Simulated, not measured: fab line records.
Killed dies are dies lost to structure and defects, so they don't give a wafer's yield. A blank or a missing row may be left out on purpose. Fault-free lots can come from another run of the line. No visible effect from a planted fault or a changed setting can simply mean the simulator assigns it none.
fab line records -- flow n5-finfet
record: lots: 11, wafers: 30, last-day: 18
route steps=1938 shown BEOL_M11@1552 PASSIVATION@1936
lots with no fault: from the same line, run without faults
start-h: the number of hours between the record's first day and the start of the first shown wafer of the lot -- wait-h: hours elapsed since this lot's preceding step -- " identical to the entry in the row above -- L1.1+2: several wafers, shown together as one row -- - no value, or no start was given -- * or withheld: withheld -- < > ~ a bound
route shown NAME@n: names a module that has steps shown in the file, with the first one's number in the route -- usual: average and standard deviation across the fault-free wafers -- same: alike in all rows -- chamber/n: place in a boat -- sites: readings site by site -- _std_site: how widely they spread, as a standard deviation -- _edge_site: outer sites' mean less inner sites' -- radius-mm: for every site, how far away it sits from the centre of the wafer -- mask NAME#n: copy n -- behind: the most recent tool/chamber to have shaped the wafer -- hold: why the lot went on hold/how many hours it stayed there/how the hold came to an end -- device: names the non-switching transistor (n, p or np) -- end of line: the tests these same wafers got at the end of their route -- step lacking rows: just its recipe -- killed: dies that structure and defects cost at the first sort, which is not the same as the wafer's yield -- map: a wafer's dies, x killed, . not, _ none there
set.NAME: the setting as run; set.NAME@STEP: as run at that earlier step -- model.NAME: the simulator's own value behind a step, which no gauge read
a sample of lots followed through the steps of the route, with each step as a table and each wafer as a row
services: a tool's chamber out of use, with start hour (start-h, from the record's first day; less than 0 if before it), hours out, and reason
== steps ==
step: N5_BEOL_M11_DESCUM_16
recipe: chemistry: O2, time-s: 7.9, source-power-w: 50, bias-power-w: 20, pressure-mtorr: 20, rf-frequency-hz: 2.712e+07, temp-c: 40, resist: CAR-ArF, o2-flow-sccm: 225
usual: drypump-motor-current-A: 5.6/0.31, oes-product-au: 0.80/0.1, rf-fwd-power-W: 49.48/0.21, rf-vpp-V: 243.1/1.2, showerhead-plenum-p-Torr: 2.09/0.059, temp-c: 39.99/0.11, throttle-valve-pct: 20.36/0.18
lot.wafer,tool,chamber,start-h,wait-h,drypump-motor-current-A,oes-product-au,rf-fwd-power-W,rf-hours-counter-h,rf-vpp-V,showerhead-plenum-p-Torr,temp-c,throttle-valve-pct
L616.4,rie-diel-04,0,230.17,0.0,5.7,1.00,49.02,1,243.7,2.15,39.94,20.17
L616.5,rie-diel-04,1,230.17,0.0,6.3,0.69,49.61,-,244.2,2.15,39.84,20.65
L616.6,rie-diel-04,2,230.17,0.0,6.2,0.86,49.70,-,241.7,2.06,40.13,19.96
L620.2,rie-diel-05,3,274.82,0.1,5.6,0.66,49.42,239,244.0,2.07,39.84,20.60
L620.6,rie-diel-05,1,274.82,0.1,5.2,0.72,49.72,-,242.0,2.10,39.96,20.27
L624.1,rie-diel-04,0,279.97,0.2,5.6,0.94,49.13,18,243.3,2.14,39.66,20.19
L624.3,rie-diel-04,3,279.97,0.2,5.9,0.89,49.55,26,242.8,2.12,40.02,20.17
L624.5,rie-diel-04,3,279.97,0.2,5.9,0.89,49.61,-,244.6,2.12,39.94,20.18
L622.2,rie-diel-04,0,281.92,0.2,5.6,0.93,49.29,19,244.2,2.14,39.93,20.20
L622.5,rie-diel-04,0,281.92,0.2,5.6,0.93,49.11,-,243.8,2.14,40.10,20.20
L622.6,rie-diel-04,2,281.92,0.2,6.2,0.84,49.44,-,242.3,2.05,39.93,19.99
L627.1,rie-diel-05,0,293.19,0.1,5.4,0.85,49.32,55,244.5,2.22,40.02,20.42
L627.2,rie-diel-05,3,293.19,0.1,5.6,0.65,49.69,244,242.3,2.07,40.00,20.60
L627.6,rie-diel-05,3,293.19,0.1,5.6,0.66,49.51,-,241.5,2.07,39.85,20.61
L625.1,rie-diel-01,1,299.74,0.0,5.5,0.71,49.69,209,241.2,2.08,39.95,20.43
L625.3,rie-diel-01,3,299.74,0.0,5.7,0.71,49.64,179,241.9,1.99,39.97,20.35
L628.3,rie-diel-04,3,308.91,0.5,5.9,0.87,49.42,36,243.7,2.12,39.96,20.18
L628.6,rie-diel-04,0,308.91,0.5,5.6,0.91,49.31,-,243.5,2.13,39.99,20.23
L634.1,rie-diel-05,0,345.69,0.2,5.4,0.84,49.07,69,245.8,2.22,40.04,20.46
L634.2,rie-diel-05,1,345.69,0.2,5.2,0.71,49.43,194,242.8,2.09,39.95,20.31
L634.3,rie-diel-05,3,345.69,0.2,5.6,0.65,49.59,259,243.4,2.07,39.76,20.62
L636.1,rie-diel-05,1,365.43,0.0,5.2,0.70,49.48,200,242.7,2.09,40.01,20.31
L636.5,rie-diel-05,1,365.43,0.0,5.2,0.70,49.47,-,242.5,2.09,39.89,20.33
L636.6,rie-diel-05,2,365.43,0.0,5.9,0.93,49.33,-,242.1,2.06,40.10,20.21
L638.1,rie-diel-01,1,378.60,0.1,5.5,0.69,49.42,237,243.0,2.07,40.01,20.49
L638.2,rie-diel-01,0,378.60,0.1,5.3,0.75,49.51,128,243.0,2.09,40.21,20.45
L638.4,rie-diel-01,3,378.60,0.1,5.7,0.68,49.35,205,243.4,1.99,39.87,20.39
L637.2,rie-diel-04,1,378.86,0.1,6.3,0.91,49.59,29,243.5,2.13,40.06,20.30
L637.3,rie-diel-04,3,378.86,0.1,5.9,0.85,49.44,57,243.6,2.11,40.12,20.23
L637.4,rie-diel-04,0,378.86,0.1,5.6,0.87,49.23,52,243.4,2.13,39.98,20.24
step: N5_BEOL_M11_CD_MEAS_28
recipe: target-cd-nm: 70, landing-energy-ev: 500, detector: se-inlens, polarity: opening
usual: cd-nm: 70.0/0.86
lot.wafer,tool,chamber,start-h,wait-h,cd-nm
L616.4,cd-sem-02,0,231.88,-,71.1
L616.5,cd-sem-02,0,231.88,-,71.2
L616.6,cd-sem-02,0,231.88,-,70.5
L620.2,cd-sem-03,0,276.91,-,70.3
L620.6,cd-sem-03,0,276.91,-,71.2
L624.1,cd-sem-03,0,280.84,-,69.3
L624.3,cd-sem-03,0,280.84,-,68.7
L624.5,cd-sem-03,0,280.84,-,67.9
L622.2,cd-sem-01,0,283.35,-,70.9
L622.5,cd-sem-01,0,283.35,-,71.1
L622.6,cd-sem-01,0,283.35,-,70.1
L627.1,cd-sem-02,0,298.56,-,69.9
L627.2,cd-sem-02,0,298.56,-,70.1
L627.6,cd-sem-02,0,298.56,-,70.0
L625.1,cd-sem-01,0,301.49,-,69.2
L625.3,cd-sem-01,0,301.49,-,70.0
L628.3,cd-sem-03,0,309.75,-,71.5
L628.6,cd-sem-03,0,309.75,-,70.4
L634.1,cd-sem-03,0,349.42,-,71.3
L634.2,cd-sem-03,0,349.42,-,71.5
L634.3,cd-sem-03,0,349.42,-,70.7
L636.1,cd-sem-01,0,367.74,-,68.7
L636.5,cd-sem-01,0,367.74,-,70.0
L636.6,cd-sem-01,0,367.74,-,69.3
L637.2,cd-sem-03,0,380.31,-,69.5
L637.3,cd-sem-03,0,380.31,-,68.2
L637.4,cd-sem-03,0,380.31,-,69.5
L638.1,cd-sem-03,0,380.48,-,70.7
L638.2,cd-sem-03,0,380.48,-,70.7
L638.4,cd-sem-03,0,380.48,-,70.8
step: N5_BEOL_M11_INSPECT_30
recipe: mode: adi, inspect-instrument: brightfield
usual: raw-defect-count: 375/78
lot.wafer,tool,chamber,start-h,wait-h,raw-defect-count
L616.4,defect-inspect-01,-,231.93,0.0,387
L616.5,defect-inspect-01,-,231.93,0.0,336
L616.6,defect-inspect-01,-,231.93,0.0,304
L620.2,defect-inspect-02,-,276.96,0.0,376
L620.6,defect-inspect-02,-,276.96,0.0,326
L624.1,defect-inspect-01,-,280.89,0.0,227
L624.3,defect-inspect-01,-,280.89,0.0,309
L624.5,defect-inspect-01,-,280.89,0.0,455
L622.2,defect-inspect-02,-,283.40,0.0,391
L622.5,defect-inspect-02,-,283.40,0.0,527
L622.6,defect-inspect-02,-,283.40,0.0,388
L627.1,defect-inspect-02,-,298.62,0.0,561
L627.2,defect-inspect-02,-,298.62,0.0,637
L627.6,defect-inspect-02,-,298.62,0.0,457
L625.1,defect-inspect-02,-,301.55,0.0,391
L625.3,defect-inspect-02,-,301.55,0.0,466
L628.3,defect-inspect-02,-,309.80,0.0,367
L628.6,defect-inspect-02,-,309.80,0.0,436
L634.1,defect-inspect-01,-,349.47,0.0,385
L634.2,defect-inspect-01,-,349.47,0.0,345
L634.3,defect-inspect-01,-,349.47,0.0,222
L636.1,defect-inspect-02,-,367.80,0.0,437
L636.5,defect-inspect-02,-,367.80,0.0,484
L636.6,defect-inspect-02,-,367.80,0.0,438
L637.2,defect-inspect-02,-,380.36,0.0,372
L637.3,defect-inspect-02,-,380.36,0.0,567
L637.4,defect-inspect-02,-,380.36,0.0,421
L638.1,defect-inspect-01,-,380.53,0.0,393
L638.2,defect-inspect-01,-,380.53,0.0,316
L638.4,defect-inspect-01,-,380.53,0.0,253
step: N5_BEOL_M11_ETCH_66
recipe: chemistry: N2/H2, target: SOC, target-depth-a: 1200, overetch-a: 240, mask-material: SiARC, temp-c: 40, time-s: 180, ion-energy-ev: 200, pressure-mtorr: 30, source-w: 840, bias-w: 150, n2-flow-sccm: 200, h2-flow-sccm: 200
usual: drypump-motor-current-A: 5.7/0.34, oes-product-au: 0.67/0.074, rf-fwd-power-W: 837.2/2.7, rf-vpp-V: 524.1/2.1, run-length-s: 203.5/0.51, showerhead-plenum-p-Torr: 2.55/0.069, temp-c: 40.01/0.12, throttle-valve-pct: 17.67/0.15
lot.wafer,tool,chamber,start-h,wait-h,drypump-motor-current-A,oes-product-au,rf-fwd-power-W,rf-hours-counter-h,rf-vpp-V,run-length-s,showerhead-plenum-p-Torr,temp-c,throttle-valve-pct
L616.4,rie-diel-04,3,232.05,0.0,5.9,0.75,836.8,9,525.0,204.0,2.61,39.82,17.68
L616.5,rie-diel-04,0,232.05,0.0,5.6,0.80,838.8,-,525.6,203.7,2.62,39.92,17.59
L616.6,rie-diel-04,3,232.05,0.0,5.9,0.76,839.4,-,525.3,204.0,2.61,39.95,17.69
L620.2,rie-diel-05,3,277.08,0.0,5.6,0.55,838.0,239,524.3,204.1,2.51,40.12,17.88
L620.6,rie-diel-05,3,277.08,0.0,5.6,0.54,838.8,-,521.3,204.5,2.51,39.98,17.87
L624.1,rie-diel-01,3,281.08,0.1,5.7,0.58,843.4,173,520.6,203.9,2.43,39.99,17.75
L624.3,rie-diel-01,0,281.08,0.1,5.3,0.64,832.0,-,524.5,203.6,2.55,39.95,17.71
L624.5,rie-diel-01,0,281.08,0.1,5.3,0.64,837.7,-,524.8,204.0,2.55,39.88,17.68
L622.2,rie-diel-04,3,283.52,0.0,5.9,0.72,840.1,28,525.4,203.6,2.60,40.04,17.72
L622.5,rie-diel-04,3,283.52,0.0,5.9,0.72,840.8,-,526.2,204.0,2.60,40.08,17.73
L622.6,rie-diel-04,0,283.52,0.0,5.7,0.75,835.8,-,524.1,203.7,2.61,39.86,17.63
L627.1,rie-diel-04,1,298.74,0.0,6.3,0.85,-,3,524.6,190.1,2.59,39.92,17.56
L627.2,rie-diel-04,3,298.74,0.0,6.0,0.72,834.4,31,527.5,203.8,2.60,40.17,17.73
L627.6,rie-diel-04,2,298.74,0.0,6.2,0.71,-,-,522.3,188.9,2.48,39.71,17.39
L625.1,rie-diel-04,3,301.67,0.0,5.9,0.77,-,32,524.6,189.7,2.60,40.04,17.72
L625.3,rie-diel-04,2,301.67,0.0,6.2,0.67,841.1,69,521.2,203.2,2.48,40.00,17.38
L628.3,rie-diel-04,0,310.68,0.0,5.7,0.72,833.6,31,523.4,204.0,2.61,39.98,17.64
L628.6,rie-diel-04,0,310.68,0.0,5.6,0.80,-,-,524.8,190.0,2.61,39.91,17.65
L634.1,rie-diel-05,1,349.59,0.0,5.2,0.58,838.3,194,523.4,203.3,2.53,40.22,17.67
L634.2,rie-diel-05,0,349.59,0.0,5.4,0.67,830.4,70,527.7,203.3,2.69,39.96,17.73
L634.3,rie-diel-05,2,349.59,0.0,5.9,0.78,836.9,0,522.0,202.8,2.50,40.08,17.50
L636.1,rie-diel-04,0,367.92,0.0,5.6,0.71,836.3,49,524.4,203.5,2.60,40.03,17.65
L636.5,rie-diel-04,3,367.92,0.0,5.9,0.69,832.2,-,524.8,204.4,2.59,40.00,17.75
L636.6,rie-diel-04,2,367.92,0.0,6.2,0.64,838.2,-,521.2,202.7,2.47,40.00,17.42
L637.2,rie-diel-04,1,380.48,0.0,6.3,0.73,839.8,29,525.4,204.3,2.58,39.85,17.60
L637.3,rie-diel-04,3,380.48,0.0,5.9,0.68,836.6,57,524.5,203.7,2.59,40.11,17.76
L637.4,rie-diel-04,2,380.48,0.0,6.2,0.64,838.4,93,521.9,203.0,2.47,39.89,17.42
L638.1,rie-diel-01,2,380.81,0.0,5.4,0.73,836.5,30,521.8,203.0,2.49,39.94,17.87
L638.2,rie-diel-01,3,380.81,0.0,5.7,0.56,837.1,206,519.7,203.8,2.41,40.06,17.82
L638.4,rie-diel-01,0,380.81,0.0,5.3,0.61,835.3,129,523.9,203.6,2.53,39.87,17.76
step: N5_PASSIVATION_PROBE_49
usual: defect-limited-yield: 91.0/1.5, killed_at_M0_to_M3: 33/9.4, killed_at_M4_up: 14/4.8, killed-at-contacts: 13/7.3, killed-at-front-end: 43/13, killed-at-other: 3.6/2.9, killed-dies: 106/18, killed-open: 69/13, killed-short: 35/8.2, sort_bin_5_function: 5.3/1, sort_bin_6_memory: 3.3/0.68, sort-n-pass: 1074/18, sort-yield-pct: 91.0/1.5
same: gross-dies: 1180, killed-at-back-side: 0, sort_bin_4_leakage[%]: 0, sort_bin_8_speed[%]: 0
lot.wafer,tool,chamber,start-h,wait-h,defect-limited-yield[%],killed_at_M0_to_M3,killed_at_M4_up,killed-at-contacts,killed-at-front-end,killed-at-other,killed-dies,killed-open,killed-short,sort_bin_5_function[%],sort_bin_6_memory[%],sort-n-pass,sort-yield-pct[%]
L616.4,prober-02,-,277.23,0.4,91.2,20,11,25,45,3,104,67,37,5.3,3.0,1076,91.2
L616.5,prober-02,-,277.28,0.4,90.8,47,11,14,34,2,108,75,33,5.1,3.9,1072,90.8
L616.6,prober-02,-,277.33,0.5,91.2,50,10,8,36,0,104,66,36,5.1,3.3,1076,91.2
L620.2,prober-02,-,322.79,0.1,91.4,31,16,5,45,4,101,61,39,4.7,3.1,1079,91.4
L620.6,prober-02,-,322.99,0.3,92.6,13,7,8,58,1,87,57,28,4.1,3.3,1093,92.6
L624.1,prober-01,-,325.56,0.0,90.1,37,16,16,45,3,117,72,44,6.4,2.9,1063,90.1
L624.3,prober-01,-,325.66,0.1,91.0,35,13,7,46,5,106,68,38,5.1,3.6,1074,91.0
L624.5,prober-01,-,325.76,0.2,93.7,18,13,7,31,5,74,42,32,3.2,2.8,1106,93.7
L622.2,prober-02,-,329.36,0.1,91.9,17,19,9,48,3,96,68,26,4.7,3.1,1084,91.9
L622.5,prober-02,-,329.51,0.2,92.2,27,14,9,40,2,92,58,30,4.9,2.3,1088,92.2
L622.6,prober-02,-,329.56,0.3,91.2,21,14,14,43,12,104,73,31,4.4,4.3,1076,91.2
L627.1,prober-02,-,345.08,0.0,90.8,40,20,13,31,5,109,66,42,5.1,3.9,1071,90.8
L627.2,prober-02,-,345.13,0.1,91.6,38,14,8,36,3,99,53,37,4.2,3.2,1081,91.6
L627.6,prober-02,-,345.33,0.3,91.9,33,13,8,41,1,96,59,36,4.6,3.3,1084,91.9
L625.1,prober-01,-,350.89,0.0,92.1,27,13,18,34,1,93,68,25,4.9,2.5,1087,92.1
L625.3,prober-01,-,350.99,0.1,91.2,40,5,7,52,0,104,69,33,5.3,3.2,1076,91.2
L628.3,prober-01,-,356.24,0.1,87.5,44,14,6,79,4,147,99,48,7.9,4.0,1033,87.5
L628.6,prober-01,-,356.39,0.3,89.4,34,14,12,65,0,125,91,32,6.2,4.1,1055,89.4
L634.1,prober-01,-,390.18,0.0,90.6,30,17,26,36,2,111,69,42,5.3,3.6,1069,90.6
L634.2,prober-01,-,390.23,0.1,92.6,18,8,20,41,0,87,55,32,4.4,2.5,1093,92.6
L634.3,prober-01,-,390.28,0.1,93.4,20,18,15,22,3,78,56,22,4.0,2.3,1102,93.4
L636.1,prober-02,-,404.19,0.0,92.7,24,16,6,38,2,86,58,26,4.3,2.9,1094,92.7
L636.5,prober-02,-,404.39,0.2,90.9,44,11,4,43,5,107,68,36,5.1,3.4,1073,90.9
L636.6,prober-02,-,404.44,0.3,90.3,30,14,13,54,4,115,69,38,5.8,3.4,1065,90.3
L637.2,prober-01,-,421.97,0.1,92.4,24,16,20,29,1,90,60,28,5.2,2.3,1090,92.4
L637.3,prober-01,-,422.02,0.1,89.6,45,20,20,37,1,123,76,47,6.0,4.2,1057,89.6
L637.4,prober-01,-,422.07,0.2,88.6,52,17,16,46,4,135,81,49,6.4,4.4,1045,88.6
L638.1,prober-01,-,428.13,0.0,91.5,34,18,4,36,8,100,56,34,4.2,3.2,1080,91.5
L638.2,prober-01,-,428.18,0.1,94.4,19,9,5,24,9,66,40,24,3.5,1.9,1114,94.4
L638.4,prober-01,-,428.28,0.2,90.8,49,13,6,30,10,108,57,51,4.7,3.9,1072,90.8
killed by level:class
L616.4 MOL_CONTACT_COAG:geometric-particle:open=21 STI_FIN_REVEAL:geometric-particle:open=8 FIN_SAQP:geometric-particle:short=7 DUMMY_GATE:geometric-particle:open=7 FIN_SAQP:geometric-particle:open=6 BEOL_M0_SAQP:geometric-particle:short=6 GATE_CUT:geometric-particle:short=6 BEOL_M4:geometric-particle:open=5
L616.5 STI_FIN_REVEAL:geometric-particle:open=14 BEOL_M0:geometric-particle:short=13 MOL_CONTACT_COAG:geometric-particle:open=12 BEOL_M3:geometric-particle:open=12 BEOL_M2:geometric-particle:open=7 BEOL_M0_SAQP:geometric-particle:open=6 FIN_SAQP:geometric-particle:short=4 BEOL_M0_SAQP:geometric-particle:short=4
L616.6 STI_FIN_REVEAL:geometric-particle:open=18 BEOL_M0_SAQP:geometric-particle:short=12 BEOL_M2:geometric-particle:open=12 BEOL_M0:geometric-particle:open=9 MOL_CONTACT_COAG:geometric-particle:open=5 BEOL_M0_SAQP:geometric-particle:open=4 STARTING-WAFER:geometric-particle:short=3 DUMMY_GATE:geometric-particle:open=3
L620.2 STI_FIN_REVEAL:geometric-particle:open=13 BEOL_M0_SAQP:geometric-particle:short=12 BEOL_M3:geometric-particle:open=9 FIN_SAQP:geometric-particle:open=8 BEOL_M4:geometric-particle:open=6 GATE_CUT:geometric-particle:short=5 BEOL_M5:geometric-particle:open=4 STARTING-WAFER:geometric-particle:short=4
L620.6 STI_FIN_REVEAL:geometric-particle:open=23 STI_FIN_REVEAL:geometric-particle:short=8 FIN_SAQP:geometric-particle:short=7 MOL_CONTACT_COAG:geometric-particle:open=7 BEOL_M0_SAQP:geometric-particle:open=6 FIN_SAQP:geometric-particle:open=4 GATE_CUT:geometric-particle:short=4 ILD0:geometric-particle:short=3
L624.1 BEOL_M2:geometric-particle:open=20 FIN_SAQP:geometric-particle:short=12 STI_FIN_REVEAL:geometric-particle:open=9 MOL_CONTACT_COAG:geometric-particle:open=9 BEOL_M4:geometric-particle:open=8 FIN_SAQP:geometric-particle:open=7 MOL_CONTACT_COAG:geometric-particle:short=7 BEOL_M0_SAQP:geometric-particle:short=6
L624.3 STI_FIN_REVEAL:geometric-particle:open=11 FIN_SAQP:geometric-particle:short=9 BEOL_M0_SAQP:geometric-particle:short=8 DUMMY_GATE:geometric-particle:open=7 BEOL_M0_SAQP:geometric-particle:open=7 BEOL_M3:geometric-particle:short=7 BEOL_M4:geometric-particle:open=7 BEOL_M3:geometric-particle:open=6
L624.5 FIN_SAQP:geometric-particle:short=9 BEOL_M4:geometric-particle:open=6 GATE_CUT:geometric-particle:short=6 BEOL_M2:geometric-particle:open=6 STI_FIN_REVEAL:geometric-particle:open=5 FIN_SAQP:geometric-particle:open=4 MOL_CONTACT_COAG:geometric-particle:short=4 MOL_CONTACT_COAG:geometric-particle:open=3
L622.2 FIN_SAQP:geometric-particle:open=15 FIN_SAQP:geometric-particle:short=11 STI_FIN_REVEAL:geometric-particle:open=10 MOL_CONTACT_COAG:geometric-particle:open=9 BEOL_M4:geometric-particle:open=8 BEOL_M1:geometric-particle:open=7 BEOL_M0_SAQP:geometric-particle:open=4 BEOL_M6:geometric-particle:open=4
L622.5 BEOL_M4:geometric-particle:open=12 STI_FIN_REVEAL:geometric-particle:open=9 FIN_SAQP:geometric-particle:open=8 BEOL_M3:geometric-particle:open=8 FIN_SAQP:geometric-particle:short=6 MOL_CONTACT_COAG:geometric-particle:open=6 BEOL_M1:geometric-particle:open=6 HKMG_FIN:area-etch=4
L622.6 STI_FIN_REVEAL:geometric-particle:open=11 MOL_CONTACT_COAG:geometric-particle:open=10 FIN_SAQP:geometric-particle:open=9 BEOL_M4:geometric-particle:open=8 MIM_TOP:geometric-particle:short=7 FIN_SAQP:geometric-particle:short=6 DUMMY_GATE:geometric-particle:open=5 MOL_CONTACT_COAG:geometric-particle:short=4
L627.1 BEOL_M0_SAQP:geometric-particle:short=11 MOL_CONTACT_COAG:geometric-particle:open=10 BEOL_M2:geometric-particle:open=9 FIN_SAQP:geometric-particle:short=7 STI_FIN_REVEAL:geometric-particle:open=7 FIN_SAQP:geometric-particle:open=6 BEOL_M6:geometric-particle:open=5 BEOL_M1:geometric-particle:open=4
L627.2 BEOL_M0_SAQP:geometric-particle:open=14 BEOL_M0_SAQP:geometric-particle:short=13 HKMG_FIN:area-etch=8 MOL_CONTACT_COAG:geometric-particle:open=7 FIN_SAQP:geometric-particle:open=6 BEOL_M4:geometric-particle:open=6 STARTING-WAFER:geometric-particle:short=6 FIN_SAQP:geometric-particle:short=4
L627.6 FIN_SAQP:geometric-particle:open=9 BEOL_M0_SAQP:geometric-particle:open=9 MOL_CONTACT_COAG:geometric-particle:open=6 FIN_SAQP:geometric-particle:short=5 BEOL_M1:geometric-particle:open=5 BEOL_M2:geometric-particle:open=5 BEOL_M5:geometric-particle:short=5 STI_FIN_REVEAL:geometric-particle:open=4
L625.1 MOL_CONTACT_COAG:geometric-particle:open=13 STI_FIN_REVEAL:geometric-particle:open=9 FIN_SAQP:geometric-particle:open=8 BEOL_M2:geometric-particle:open=6 BEOL_M5:geometric-particle:open=6 MOL_CONTACT_COAG:geometric-particle:short=5 FIN_SAQP:geometric-particle:short=4 BEOL_M1:geometric-particle:open=4
L625.3 FIN_SAQP:geometric-particle:open=15 FIN_SAQP:geometric-particle:short=11 BEOL_M2:geometric-particle:open=11 BEOL_M0_SAQP:geometric-particle:short=9 BEOL_M0_SAQP:geometric-particle:open=7 STI_FIN_REVEAL:geometric-particle:open=6 MOL_CONTACT_COAG:geometric-particle:open=6 GATE_CUT:geometric-particle:open=4
L628.3 FIN_SAQP:geometric-particle:open=30 STI_FIN_REVEAL:geometric-particle:open=15 FIN_SAQP:geometric-particle:short=14 BEOL_M0_SAQP:geometric-particle:short=10 BEOL_M3:geometric-particle:open=9 DUMMY_GATE:geometric-particle:open=7 BEOL_M4:geometric-particle:open=7 BEOL_M1:geometric-particle:open=6
L628.6 FIN_SAQP:geometric-particle:open=12 BEOL_M3:geometric-particle:open=12 DUMMY_GATE:geometric-particle:open=11 FIN_SAQP:geometric-particle:short=10 MOL_CONTACT_COAG:geometric-particle:open=10 STI_FIN_REVEAL:geometric-particle:open=9 BEOL_M1:geometric-particle:open=6 BEOL_M5:geometric-particle:open=6
L634.1 MOL_CONTACT_COAG:geometric-particle:open=19 STI_FIN_REVEAL:geometric-particle:open=17 BEOL_M0_SAQP:geometric-particle:open=10 BEOL_M0_SAQP:geometric-particle:short=10 FIN_SAQP:geometric-particle:short=8 MOL_CONTACT_COAG:geometric-particle:short=7 BEOL_M2:geometric-particle:open=5 GATE_CUT:geometric-particle:short=4
L634.2 MOL_CONTACT_COAG:geometric-particle:open=16 STI_FIN_REVEAL:geometric-particle:open=11 FIN_SAQP:geometric-particle:short=10 FIN_SAQP:geometric-particle:open=8 BEOL_M0_SAQP:geometric-particle:short=7 MOL_CONTACT_COAG:geometric-particle:short=4 BEOL_M2:geometric-particle:open=4 STI_FIN_REVEAL:geometric-particle:short=3
L634.3 MOL_CONTACT_COAG:geometric-particle:open=14 STI_FIN_REVEAL:geometric-particle:open=7 FIN_SAQP:geometric-particle:short=4 BEOL_M0_SAQP:geometric-particle:open=4 BEOL_M4:geometric-particle:open=4 STARTING-WAFER:geometric-particle:open=4 GATE_CUT:geometric-particle:short=3 DUMMY_GATE:geometric-particle:open=3
L636.1 STI_FIN_REVEAL:geometric-particle:open=9 BEOL_M1:geometric-particle:open=7 GATE_CUT:geometric-particle:short=6 MOL_CONTACT_COAG:geometric-particle:open=6 DUMMY_GATE:geometric-particle:open=5 BEOL_M2:geometric-particle:open=5 BEOL_M4:geometric-particle:short=5 BEOL_M6:geometric-particle:open=5
L636.5 STI_FIN_REVEAL:geometric-particle:open=13 BEOL_M0_SAQP:geometric-particle:open=10 BEOL_M2:geometric-particle:open=10 BEOL_M0_SAQP:geometric-particle:short=7 BEOL_M1:geometric-particle:open=7 GATE_CUT:geometric-particle:short=6 BEOL_M4:geometric-particle:open=6 FIN_SAQP:geometric-particle:open=4
L636.6 STI_FIN_REVEAL:geometric-particle:open=13 BEOL_M1:geometric-particle:open=10 FIN_SAQP:geometric-particle:short=9 MOL_CONTACT_COAG:geometric-particle:open=8 FIN_SAQP:geometric-particle:open=7 DUMMY_GATE:geometric-particle:open=7 BEOL_M1:geometric-particle:short=5 BEOL_M2:geometric-particle:open=5
L637.2 MOL_CONTACT_COAG:geometric-particle:open=17 BEOL_M0_SAQP:geometric-particle:short=11 BEOL_M4:geometric-particle:open=10 FIN_SAQP:geometric-particle:open=5 DUMMY_GATE:geometric-particle:open=5 BEOL_M0_SAQP:geometric-particle:open=5 GATE_CUT:geometric-particle:short=4 BEOL_M3:geometric-particle:open=4
L637.3 MOL_CONTACT_COAG:geometric-particle:open=12 FIN_SAQP:geometric-particle:open=11 BEOL_M4:geometric-particle:open=11 BEOL_M1:geometric-particle:open=9 BEOL_M0_SAQP:geometric-particle:open=9 FIN_SAQP:geometric-particle:short=8 MOL_CONTACT_COAG:geometric-particle:short=8 BEOL_M0:geometric-particle:short=8
L637.4 BEOL_M0_SAQP:geometric-particle:short=21 MOL_CONTACT_COAG:geometric-particle:open=16 FIN_SAQP:geometric-particle:short=15 BEOL_M0_SAQP:geometric-particle:open=12 FIN_SAQP:geometric-particle:open=10 BEOL_M2:geometric-particle:open=9 BEOL_M4:geometric-particle:open=7 DUMMY_GATE:geometric-particle:open=6
L638.1 FIN_SAQP:geometric-particle:open=9 HKMG_FIN:area-etch=9 BEOL_M0_SAQP:geometric-particle:open=7 BEOL_M0_SAQP:geometric-particle:short=7 BEOL_M3:geometric-particle:open=6 BEOL_M4:geometric-particle:open=6 BEOL_M4:geometric-particle:short=5 FIN_SAQP:geometric-particle:short=4
L638.2 STI_FIN_REVEAL:geometric-particle:open=7 BEOL_M4:geometric-particle:open=6 BEOL_M1:geometric-particle:short=5 MOL_CONTACT_COAG:geometric-particle:open=4 BEOL_M0_SAQP:geometric-particle:short=4 BEOL_M3:geometric-particle:open=4 STARTING-WAFER:geometric-particle:open=4 FIN_SAQP:geometric-particle:short=3
L638.4 BEOL_M0_SAQP:geometric-particle:short=16 BEOL_M0_SAQP:geometric-particle:open=14 GATE_CUT:geometric-particle:short=7 FIN_SAQP:geometric-particle:short=5 BEOL_M4:geometric-particle:open=5 PASS1_CAP:geometric-particle:short=5 GATE_CUT:geometric-particle:open=4 MOL_CONTACT_COAG:geometric-particle:open=4
== services ==
tool,chamber,start-h,hours,kind
rie-diel-04,0,206.61,-,clean
rie-diel-04,0,206.61,-,consumable-replace:focus-ring
rie-diel-04,0,206.61,19.9,scheduled-down
rie-diel-04,0,206.61,19.9,vent-cycle
rie-diel-01,3,226.04,5.8,repair
rie-diel-01,2,236.17,32.3,repair
rie-diel-01,-,236.82,0.8,repair
rie-diel-04,1,253.83,13.9,repair
rie-diel-04,1,274.71,-,clean
rie-diel-04,1,274.71,-,consumable-replace:focus-ring
rie-diel-04,1,274.71,15.4,scheduled-down
rie-diel-04,1,274.71,15.4,vent-cycle
rie-diel-01,1,279.30,8.4,repair
rie-diel-01,3,286.15,4.1,repair
rie-diel-04,3,287.19,4.6,repair
rie-diel-05,-,295.90,14.6,pm
rie-diel-05,2,318.19,-,clean
rie-diel-05,2,318.19,-,consumable-replace:focus-ring
rie-diel-05,2,318.19,28.1,scheduled-down
rie-diel-05,2,318.19,28.1,vent-cycle
rie-diel-05,3,346.31,-,clean
rie-diel-05,3,346.31,-,consumable-replace:focus-ring
rie-diel-05,3,346.31,18.5,scheduled-down
rie-diel-05,3,346.31,18.5,vent-cycle
== key ==
first-sign: step: N5_BEOL_M11_ETCH_66, reading: run-length-s, direction: down, sigmas: 27, usual: *, struck: *
effect none on later readings
met-at N5_BEOL_M11_ETCH_66
struck-lots L625,L627,L628
struck-wafers L625.1,L627.1,L627.6,L628.6
not-acting-at N5_BEOL_M11_DESCUM_16,N5_BEOL_M11_CD_MEAS_28,N5_BEOL_M11_INSPECT_30
onset-between 283.52 298.74
fault: kind: process-parameter-drift, tool: rie-diel-04, chamber: -, onset-h: 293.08, steps: N5_BEOL_M11_ETCH_66, channel: time-s, offset: *, shape: step, end-h: 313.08, scope: struck-wafers-only, acts-in: *, stated: *
